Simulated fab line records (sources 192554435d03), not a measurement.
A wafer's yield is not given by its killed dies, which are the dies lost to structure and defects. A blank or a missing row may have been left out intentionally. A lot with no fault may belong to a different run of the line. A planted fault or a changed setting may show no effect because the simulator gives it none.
Struck lot and sound lot, side by side -- flow n5-finfet -- 14 steps out of a route of 1938
Sound: wafers L281.3, L281.4, L281.6. Struck: wafer L299.1 (left out: L299.6, a lot-mate that was not struck); the cause follows at the end.
Order at every step that has rows: each side's tool, ch and its chambers, its first start. Under that, the readings that differ: sound wafers -- struck wafers -- difference of the means -- sigmas: that difference in standard deviations of wafers without a fault.
alike: same words and numbers on both sides, and readings whose means sit less than 2 such deviations apart. not compared: any withheld reading, any reading some wafer has no value for, any bound like >300 that may hide the same value, and any number with overlapping values for which the record gives no deviation.
A row with sigmas, a row that says differs or no value, or rows on one side alone: a step with any of these is where the two part. Numbers that don't overlap but have no deviation are shown without sigmas and don't part them. A reading that every wafer of one side lacks parts them only if that side has two wafers or more.

first, 3 steps without rows for these wafers: N5_BEOL_M6_EXPOSE_25 (exposes mask V5, target cd 40 nm); N5_BEOL_M6_PEB_26 (peb time 60 s); N5_BEOL_M6_DEVELOP_27 (develop time 30 s).
N5_BEOL_M6_CD_MEAS_28: target cd 40 nm.
  sound on cd-sem-01 ch 0, day 9 06:26; struck on cd-sem-03 ch 0, day 14 14:55
reading,sound,struck,difference,sigmas
cd-nm (nm),40.22 40.65 40.04,39.79,-0.51,-2
N5_BEOL_M6_OVL_MEAS_29:
  sound on overlay-02 ch 0, day 9 06:29; struck on overlay-01 ch 0, day 14 14:57
  alike: V5_OVL
N5_BEOL_M6_INSPECT_30: inspects for defects (brightfield).
  sound on defect-inspect-01 at day 9 06:32; struck on defect-inspect-02 at day 14 15:01
  alike: raw-defect-count
N5_BEOL_M6_DESCUM_33: chemistry O2, time 7 s.
  sound on rie-diel-03 ch 0,1,2, day 9 06:34; struck on rie-diel-01 ch 1, day 14 15:07
  alike: drypump-motor-current-A, oes-product-au, rf-vpp-V, showerhead-plenum-p-Torr, throttle-valve-pct
  not compared: rf-hours-counter-h
N5_BEOL_M6_ETCH_72: etches underlayer in N2/H2, target depth 6.5 nm, time 5.2 s.
  sound on rie-diel-03 ch 0,1,2, day 9 06:35; struck on rie-diel-01 ch 1, day 14 15:08
  alike: drypump-motor-current-A, etch-rf-on-time-s, h2-flow-sccm, n2-flow-sccm, oes-product-au, rf-vpp-V, showerhead-plenum-p-Torr, throttle-valve-pct
  not compared: rf-hours-counter-h
N5_BEOL_M6_ETCH_65: etches SiARC in CF4, target depth 15.6 nm, time 26 s.
  sound on rie-diel-03 ch 0,1,2, day 9 06:37; struck on rie-diel-01 ch 1, day 14 15:10
  alike: drypump-motor-current-A, etch-rf-on-time-s, oes-product-au, rf-vpp-V, showerhead-plenum-p-Torr, throttle-valve-pct
  not compared: rf-hours-counter-h
N5_BEOL_M6_ETCH_66: etches SOC in N2/H2, target depth 80 nm, overetch 16 nm, time 120 s.
  sound on rie-diel-03 ch 0,1,2, day 9 06:38; struck on rie-diel-01 ch 1, day 14 15:11
  alike: drypump-motor-current-A, h2-flow-sccm, n2-flow-sccm, oes-product-au, rf-vpp-V, showerhead-plenum-p-Torr, throttle-valve-pct
  not compared: rf-hours-counter-h
then, 2 steps without rows for these wafers: N5_BEOL_M6_STRIP_69 (strips in N2/H2); N5_BEOL_M6_STRIP_73 (strips in N2/H2).
N5_BEOL_M6_VIA_ETCH_34: etches SiCOH lowk in C4F6/O2, target depth 126.3 nm, time 50.9 s.
  sound on rie-diel-03 ch 0,1,2, day 9 06:44; struck on rie-diel-01 ch 1, day 14 15:17
reading,sound,struck,difference,sigmas
model.etch.depth-nm (nm),124.8 128.6 127.1,87.55,-39.28,
model.SOC_of_BEOL_M6_COAT_63.thk-nm (nm),54.2 53.8 53.8,56,+2,
  alike: drypump-motor-current-A, oes-product-au, rf-vpp-V, showerhead-plenum-p-Torr, throttle-valve-pct
  not compared: rf-hours-counter-h
then, 1 step without rows for these wafers: N5_BEOL_M6_STRIP_76 (strips in C4F6/O2).

## WHERE THEY PART
At N5_BEOL_M6_CD_MEAS_28 and nowhere else, as far as this record goes. Later steps at which nothing parts them and some readings are alike: N5_BEOL_M6_OVL_MEAS_29, N5_BEOL_M6_INSPECT_30, N5_BEOL_M6_DESCUM_33, N5_BEOL_M6_ETCH_72, N5_BEOL_M6_ETCH_65, N5_BEOL_M6_ETCH_66, N5_BEOL_M6_VIA_ETCH_34.

WHY: the cause the simulator had injected
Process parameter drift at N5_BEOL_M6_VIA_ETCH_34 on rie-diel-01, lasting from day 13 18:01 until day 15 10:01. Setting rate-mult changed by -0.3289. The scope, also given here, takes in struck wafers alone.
